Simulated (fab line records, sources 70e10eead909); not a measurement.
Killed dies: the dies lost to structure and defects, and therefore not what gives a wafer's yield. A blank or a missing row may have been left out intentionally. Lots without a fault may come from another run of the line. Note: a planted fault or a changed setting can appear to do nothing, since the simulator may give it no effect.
fab line records    flow nandHarc    part 2 of 2: steps 4 to 6 of 6
[record] lots = 24  wafers = 72  lastDay = 35
route steps=1302 shown A_STAIRCASE@836 A_SGD_CUT@920 A_SLIT@938 A_WL_FILL@982 A_CONTACT@997
lots that met no fault: taken from a fault-free run of the same line
startH: the number of hours between the record's first day and the start of the first shown wafer of the lot    waitH: hours from the lot's prior step to this one    " repeats the value in the row above    L1.1+2: a row that stands for several wafers    - no value present, or no start provided    * or withheld: withheld    < > ~ a bound
route shown NAME@n: a module of which the file shows steps, and the number in the route of the first    usual: the fault-free wafers' mean and standard deviation    same: alike in all rows    chamber/n: place in a boat    sites: each site's reading    _std_site: the standard deviation of these    _edge_site: the outer-site mean with the inner-site mean subtracted    radiusMm: how far each site lies from the wafer's centre    mask NAME#n: copy n    behind: tool/chamber where the wafer was last shaped    hold: the reason the lot was held/the length of the hold in hours/how it ended    device: the transistor (n, p or np) that didn't switch    end of line: at the end of the route, the tests of the same wafers    a step given without rows: its recipe and nothing more    killed: dies that structure and defects cost at the first sort, which is not the same as the wafer's yield    map: dies across one wafer; x = killed, . = not, _ = none there
set.NAME: the setting the step ran with; set.NAME@STEP: the setting that earlier step ran with    model.NAME: the simulator's own value behind a step, which no gauge read
a sample of lots followed through the steps of the route, with each step as a table and each wafer as a row
services: the hour from which a tool's chamber was out of use, counted from the record's first day as startH (under 0 if before that day), plus the number of hours and why
[[steps]]
[step NHARC_A_SLIT_ETCH_15]
[recipe] targetDepthA = 62000  overEtchFrac = 0.3  timeS = 1612  ionEnergyEv = 150  o2FlowSccm = 400  cosFlowSccm = 20  arFlowSccm = 0  rfW = 500  biasW = 300  chemistry = O2/COS
[usual] drypumpMotorCurrentA = 5.8/0.44  o2FlowSccm = 400.2/1.3  oesProductAu = 0.996/0.01  rfVppV = 313.6/1.9  showerheadPlenumPTorr = 3.08/0.12  throttleValvePct = 28.331/0.009
lot.wafer  tool        chamber  startH  waitH  drypumpMotorCurrentA  o2FlowSccm  oesProductAu  rfHoursCounterH  rfVppV  showerheadPlenumPTorr  throttleValvePct
L075.1     rieDiel-05  3        -       -      6.1                   400.6       1.004         3.1              311.3   2.94                   28.335
L075.4     "           0        "       "      6.0                   399.6       1.008         2.1              313.8   3.19                   28.324
L075.3     "           2        "       "      5.0                   398.7       1.014         3.3              313.7   3.07                   28.328
L074.2     rieDiel-11  1        -       -      5.6                   399.4       0.977         1.8              310.6   2.91                   28.320
L074.3     "           3        "       "      6.3                   400.1       0.993         2.3              315.4   3.27                   28.329
L074.5     "           2        "       "      5.4                   402.9       0.980         -                313.7   3.06                   28.341
L076.4     rieDiel-05  2        -       -      5.1                   397.8       1.016         3.8              313.5   3.07                   28.328
L076.2     "           3        "       "      6.1                   402.2       1.011         4.0              311.3   2.94                   28.319
L076.5     "           0        "       "      6.0                   399.9       1.001         -                313.9   3.19                   28.334
L077.1     rieDiel-11  1        -       -      5.6                   401.7       0.974         3.6              312.2   2.91                   28.335
L077.5     "           0        "       "      5.7                   400.3       0.995         -                315.0   3.21                   28.318
L077.6     "           1        "       "      5.6                   399.6       0.972         -                312.0   2.91                   28.326
L082.2     rieDiel-05  3        -       -      6.1                   400.4       0.994         6.2              312.6   2.94                   28.328
L082.3     "           0        "       "      6.1                   399.9       1.010         5.6              315.0   3.19                   28.317
L082.6     "           2        "       "      5.1                   399.7       1.027         -                312.5   3.07                   28.340
L081.1     rieDiel-09  3        -       -      6.5                   400.9       0.990         0.9              314.1   3.08                   28.336
L081.3     "           0        "       "      6.2                   401.9       0.994         0.9              310.1   2.91                   28.326
L081.6     "           3        "       "      6.5                   399.5       0.989         -                313.5   3.08                   28.335
L078.1     rieDiel-11  3        -       -      6.3                   398.6       1.005         6.8              315.6   3.27                   28.358
L078.3     "           0        "       "      5.8                   402.0       1.004         6.3              316.8   3.21                   28.314
L078.5     "           2        "       "      5.4                   398.6       0.987         -                313.3   3.06                   28.334
L084.4     rieDiel-05  3        -       -      6.1                   398.7       1.001         7.1              309.9   2.94                   28.334
L084.3     "           1        "       "      5.5                   399.8       0.992         7.5              314.7   3.16                   28.331
L084.5     "           3        "       "      6.1                   399.2       0.996         -                311.4   2.94                   28.334
L080.4     rieDiel-09  0        -       -      6.2                   400.3       0.995         2.6              311.2   2.91                   28.329
L080.2     "           2        "       "      6.3                   403.7       1.016         2.0              315.6   3.17                   28.341
L080.5     "           1        "       "      5.2                   399.7       1.008         -                313.2   3.05                   28.324
L083.2     rieDiel-09  2        -       -      6.3                   401.0       1.013         2.5              316.1   3.17                   28.326
L083.4     "           3        "       "      6.6                   401.2       0.999         2.8              312.8   3.08                   28.318
L083.1     "           0        "       "      6.2                   401.0       0.999         3.5              312.0   2.91                   28.336
L079.1     rieDiel-11  2        -       -      5.4                   401.4       0.996         9.1              314.1   3.06                   28.337
L079.3     "           3        "       "      6.3                   400.5       0.987         9.2              317.4   3.26                   28.342
L079.5     "           0        "       "      5.8                   401.6       0.994         -                315.2   3.21                   28.335
L085.3     rieDiel-09  3        -       -      6.5                   400.2       0.992         3.5              312.2   3.08                   28.332
L085.4     "           0        "       "      6.2                   399.6       0.999         4.2              311.7   2.91                   28.337
L085.6     "           3        "       "      6.5                   398.5       0.995         -                311.0   3.08                   28.328
L086.3     rieDiel-09  1        -       -      5.2                   401.9       0.992         5.0              312.4   3.05                   28.327
L086.4     "           3        "       "      6.5                   400.3       0.997         4.5              312.6   3.08                   28.329
L086.1     "           0        "       "      6.2                   401.1       1.002         4.8              311.2   2.91                   28.333
L088.3     rieDiel-11  0        -       -      5.8                   400.8       0.994         9.0              316.5   3.21                   28.339
L088.4     "           1        "       "      5.6                   399.5       0.981         9.5              311.6   2.91                   28.328
L088.5     "           3        "       "      6.3                   400.1       0.988         -                315.4   3.26                   28.342
L087.2     rieDiel-05  1        -       -      5.6                   397.1       1.001         0.3              314.9   3.16                   28.330
L087.1     "           2        "       "      5.1                   399.4       1.014         0.3              313.1   3.07                   28.335
L087.5     "           3        "       "      6.1                   401.2       1.001         -                310.8   2.94                   28.332
L089.4     rieDiel-11  0        -       -      5.8                   399.1       1.002         10.2             315.8   3.20                   28.335
L089.6     "           3        "       "      6.3                   398.6       0.992         -                316.0   3.26                   28.324
L089.5     "           0        "       "      5.7                   398.9       0.992         -                316.4   3.20                   28.353
L090.3     rieDiel-11  1        -       -      5.6                   400.3       0.985         10.8             311.1   2.91                   28.325
L090.1     "           3        "       "      6.3                   398.3       0.996         12.2             317.0   3.26                   28.333
L090.5     "           2        "       "      5.4                   402.6       0.986         -                313.6   3.06                   28.320
L091.1     rieDiel-09  2        -       -      6.3                   400.4       1.009         5.9              315.4   3.17                   28.339
L091.6     "           3        "       "      6.5                   401.7       0.992         -                313.4   3.08                   28.327
L091.5     "           0        "       "      6.2                   398.1       1.003         -                312.4   2.90                   28.330
L092.1     rieDiel-11  0        -       -      5.7                   399.9       0.983         1.8              316.3   3.20                   28.348
L092.6     "           1        "       "      5.5                   401.0       0.973         -                310.4   2.91                   28.321
L092.5     "           2        "       "      5.4                   402.5       0.984         -                312.7   3.06                   28.339
L093.1     rieDiel-05  1        -       -      5.6                   400.7       1.009         1.8              314.0   3.16                   28.342
L093.2     "           2        "       "      5.1                   401.6       1.011         1.7              314.8   3.07                   28.331
L093.5     "           1        "       "      5.6                   401.4       1.002         -                315.8   3.16                   28.339
L094.2     rieDiel-09  3        -       -      6.5                   399.3       1.002         6.9              313.4   3.08                   28.329
L094.3     "           0        "       "      6.2                   402.6       1.002         7.1              311.4   2.90                   28.320
L094.1     "           2        "       "      6.3                   398.7       1.018         7.1              314.8   3.17                   28.327
L095.3     rieDiel-05  0        -       -      6.0                   401.7       1.005         4.1              314.7   3.19                   28.326
L095.1     "           1        "       "      5.6                   400.9       0.999         4.1              315.9   3.16                   28.318
L095.5     "           2        "       "      5.0                   402.7       0.999         -                314.6   3.07                   28.326
L096.3     rieDiel-11  0        -       -      5.8                   399.8       0.989         4.2              314.5   3.20                   28.328
L096.6     "           0        "       "      5.8                   400.7       0.990         -                315.0   3.20                   28.340
L096.5     "           1        "       "      5.5                   399.5       0.985         -                310.5   2.90                   28.323
L097.3     rieDiel-11  1        -       -      5.6                   401.3       0.979         6.6              310.4   2.90                   28.323
L097.2     "           2        "       "      5.4                   401.5       0.980         6.0              313.1   3.05                   28.338
L097.6     "           1        "       "      5.6                   400.8       0.991         -                310.7   2.90                   28.345
[step NHARC_A_WL_FILL_INSPECT_15]
[usual] rawDefectCount = 460/130
lot.wafer  tool              chamber  startH  waitH  rawDefectCount
L075.1     defectInspect-02  -        497.66  0.0    456
L075.3     "                 -        "       "      604
L075.4     "                 -        "       "      436
L074.2     defectInspect-02  -        497.70  0.1    389
L074.3     "                 -        "       "      372
L074.5     "                 -        "       "      346
L076.2     defectInspect-02  -        503.38  0.0    814
L076.4     "                 -        "       "      688
L076.5     "                 -        "       "      647
L077.1     defectInspect-02  -        526.67  0.0    849
L077.5     "                 -        "       "      556
L077.6     "                 -        "       "      472
L082.2     defectInspect-01  -        579.42  0.0    400
L082.3     "                 -        "       "      358
L082.6     "                 -        "       "      393
L081.1     defectInspect-02  -        585.89  0.0    393
L081.3     "                 -        "       "      300
L081.6     "                 -        "       "      638
L078.1     defectInspect-02  -        585.95  0.0    439
L078.3     "                 -        "       "      390
L078.5     "                 -        "       "      415
L084.3     defectInspect-01  -        595.38  0.0    403
L084.4     "                 -        "       "      334
L084.5     "                 -        "       "      434
L080.2     defectInspect-01  -        600.12  0.0    354
L080.4     "                 -        "       "      352
L080.5     "                 -        "       "      382
L083.1     defectInspect-01  -        602.65  0.0    492
L083.2     "                 -        "       "      485
L083.4     "                 -        "       "      499
L085.3     defectInspect-01  -        616.94  0.0    362
L085.4     "                 -        "       "      414
L085.6     "                 -        "       "      409
L086.1     defectInspect-02  -        619.86  0.0    355
L086.3     "                 -        "       "      438
L086.4     "                 -        "       "      416
L079.1     defectInspect-01  -        619.87  0.0    523
L079.3     "                 -        "       "      988
L079.5     "                 -        "       "      465
L087.1     defectInspect-02  -        628.01  0.0    555
L087.2     "                 -        "       "      402
L087.5     "                 -        "       "      398
L088.3     defectInspect-01  -        628.01  0.0    571
L088.4     "                 -        "       "      473
L088.5     "                 -        "       "      555
L089.4     defectInspect-02  -        631.06  0.0    405
L089.5     "                 -        "       "      444
L089.6     "                 -        "       "      416
L090.1     defectInspect-01  -        635.51  0.0    321
L090.3     "                 -        "       "      334
L090.5     "                 -        "       "      309
L091.1     defectInspect-02  -        638.63  0.0    416
L091.5     "                 -        "       "      362
L091.6     "                 -        "       "      587
L092.1     defectInspect-02  -        665.89  0.0    678
L092.5     "                 -        "       "      477
L092.6     "                 -        "       "      606
L094.1     defectInspect-01  -        679.13  0.0    374
L094.2     "                 -        "       "      396
L094.3     "                 -        "       "      418
L093.1     defectInspect-02  -        679.26  0.0    413
L093.2     "                 -        "       "      568
L093.5     "                 -        "       "      354
L095.1     defectInspect-02  -        713.93  0.0    418
L095.3     "                 -        "       "      395
L095.5     "                 -        "       "      344
L096.3     defectInspect-02  -        714.06  0.0    402
L096.5     "                 -        "       "      597
L096.6     "                 -        "       "      660
L097.2     defectInspect-01  -        750.12  0.0    459
L097.3     "                 -        "       "      561
L097.6     "                 -        "       "      574
[step NHARC_A_CONTACT_CD_MEAS_42]
[recipe] targetCdNm = 300  landingEnergyEv = 500
[usual] cdNm = 299.9/0.47
lot.wafer  tool      chamber  startH  waitH  cdNm
L075.1     cdSem-01  0        503.70  -      300.5
L075.3     "         0        "       "      300.2
L075.4     "         0        "       "      300.5
L074.2     cdSem-03  0        504.55  -      300.0
L074.3     "         0        "       "      299.9
L074.5     "         0        "       "      300.0
L076.2     cdSem-03  0        510.43  -      300.4
L076.4     "         0        "       "      300.1
L076.5     "         0        "       "      300.7
L077.1     cdSem-01  0        532.27  -      300.2
L077.5     "         0        "       "      299.5
L077.6     "         0        "       "      299.8
L082.2     cdSem-03  0        585.08  -      300.4
L082.3     "         0        "       "      300.3
L082.6     "         0        "       "      300.5
L081.1     cdSem-01  0        592.24  -      300.9
L081.3     "         0        "       "      299.9
L081.6     "         0        "       "      300.4
L078.1     cdSem-01  0        593.05  -      299.2
L078.3     "         0        "       "      300.1
L078.5     "         0        "       "      300.0
L084.3     cdSem-02  0        600.93  -      300.3
L084.4     "         0        "       "      300.2
L084.5     "         0        "       "      300.2
L080.2     cdSem-03  0        608.53  -      300.1
L080.4     "         0        "       "      299.6
L080.5     "         0        "       "      300.0
L083.1     cdSem-02  0        617.47  -      300.2
L083.2     "         0        "       "      300.4
L083.4     "         0        "       "      300.4
L085.3     cdSem-02  0        629.01  -      299.5
L085.4     "         0        "       "      299.5
L085.6     "         0        "       "      298.6
L086.1     cdSem-01  0        629.76  -      300.3
L086.3     "         0        "       "      299.4
L086.4     "         0        "       "      300.0
L079.1     cdSem-02  0        629.93  -      300.1
L079.3     "         0        "       "      299.6
L079.5     "         0        "       "      298.7
L087.1     cdSem-03  0        638.94  -      299.7
L087.2     "         0        "       "      299.3
L087.5     "         0        "       "      299.4
L088.3     cdSem-03  0        639.10  -      299.5
L088.4     "         0        "       "      299.5
L088.5     "         0        "       "      299.4
L089.4     cdSem-03  0        643.63  -      299.9
L089.5     "         0        "       "      299.7
L089.6     "         0        "       "      300.1
L090.1     cdSem-02  0        648.79  -      300.1
L090.3     "         0        "       "      299.4
L090.5     "         0        "       "      299.8
L091.1     cdSem-02  0        655.67  -      299.7
L091.5     "         0        "       "      299.6
L091.6     "         0        "       "      300.1
L092.1     cdSem-01  0        680.49  -      299.8
L092.5     "         0        "       "      300.2
L092.6     "         0        "       "      300.2
L093.1     cdSem-02  0        688.55  -      300.4
L093.2     "         0        "       "      300.1
L093.5     "         0        "       "      300.0
L094.1     cdSem-03  0        688.77  -      300.7
L094.2     "         0        "       "      300.1
L094.3     "         0        "       "      300.0
L095.1     cdSem-02  0        722.80  -      299.3
L095.3     "         0        "       "      299.2
L095.5     "         0        "       "      299.7
L096.3     cdSem-01  0        722.96  -      300.2
L096.5     "         0        "       "      299.5
L096.6     "         0        "       "      300.4
L097.2     cdSem-01  0        756.71  -      299.2
L097.3     "         0        "       "      299.9
L097.6     "         0        "       "      299.8
[[services]]
tool            chamber  startH  hours  kind
rieDiel-10      1        382.42  5.0    repair
plasmaAsher-01  -        389.65  4.0    repair
rieDiel-11      1        404.02  6.6    repair
rieDiel-10      0        406.59  3.3    repair
rieDiel-10      -        419.56  9.0    pm
rieDiel-11      -        419.84  1.0    repair
rieDiel-11      -        432.91  9.0    pm
rieDiel-08      0        437.57  7.4    repair
rieDiel-10      0        483.51  6.6    repair
rieDiel-06      3        492.60  1.5    repair
plasmaAsher-01  -        519.00  9.0    pm
rieDiel-08      -        528.91  1.9    repair
rieDiel-08      -        544.92  9.0    pm
rieDiel-11      0        562.64  2.9    repair
rieDiel-08      -        570.08  0.6    repair
rieDiel-11      0        580.64  4.6    repair
rieDiel-10      -        596.76  9.0    pm
rieDiel-11      0        601.30  7.9    repair
rieDiel-11      -        609.91  9.0    pm
rieDiel-10      1        643.14  7.1    repair
rieDiel-06      0        657.88  2.4    repair
rieDiel-06      -        661.31  9.0    pm
plasmaAsher-01  -        696.00  9.0    pm
rieDiel-10      0        699.92  2.5    repair
